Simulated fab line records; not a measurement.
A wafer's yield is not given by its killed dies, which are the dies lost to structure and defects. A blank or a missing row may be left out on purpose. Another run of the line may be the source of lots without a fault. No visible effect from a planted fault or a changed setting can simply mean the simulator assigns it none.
Matching of chambers	flow nand harc	4 sister chambers for NHARC_A_STAIRCASE_ETCHBACK_422 on rie diel-05
The step etches the open film in CH3F/O2, target depth 40 nm, time 74.286 s. 8 wafers are shown with their chamber, then 9 later ones without.

## WAFERS, EACH WITH ITS CHAMBER
wafer	chamber	throttle valve pct (%)	showerhead plenum p Torr (Torr)
L599.2	2	20.667	2.47
L605.2	1	20.667	2.43
L608.1	3	20.670	2.39
L608.3	0	20.672	2.66
L608.6	1	20.665	2.43
L611.1	0	20.669	2.66
L611.2	3	20.661	2.39
L611.4	2	20.664	2.46

## WAFERS WITHOUT THEIR CHAMBER
wafer	throttle valve pct (%)	showerhead plenum p Torr (Torr)
L612.2	20.663	2.46
L612.4	20.663	2.65
L612.5	20.641	2.43
L620.1	20.667	2.42
L620.2	20.661	2.65
L620.5	20.669	2.65
L618.2	20.670	2.65
L618.5	20.670	2.39
L618.6	20.673	2.42

## EACH ONE'S CHAMBER
wafer	from the rows above	in truth
L612.2	2	2
L612.4	0	0
L612.5	1	1
L620.1	1	1
L620.2	0	0
L620.5	0	0
L618.2	0	0
L618.5	3	3
L618.6	1	1
9 of 9 placed correctly. Left unplaced by these rows: 0. 0 placed wrongly.
How it was worked out, from the rows above alone: a wafer's distance from a chamber is the root of the sum, over the readings, of the square of ((its reading less the chamber's mean) divided by the reading's scatter). The wafer belongs to the nearest chamber; if the next one is less than 2 further off, it can't be placed. Each chamber's mean is taken over the wafers shown for it. The scatter: take each reading less its chamber's mean, square it, sum over the shown wafers, divide by the number of wafers less the number of chambers, and take the root.
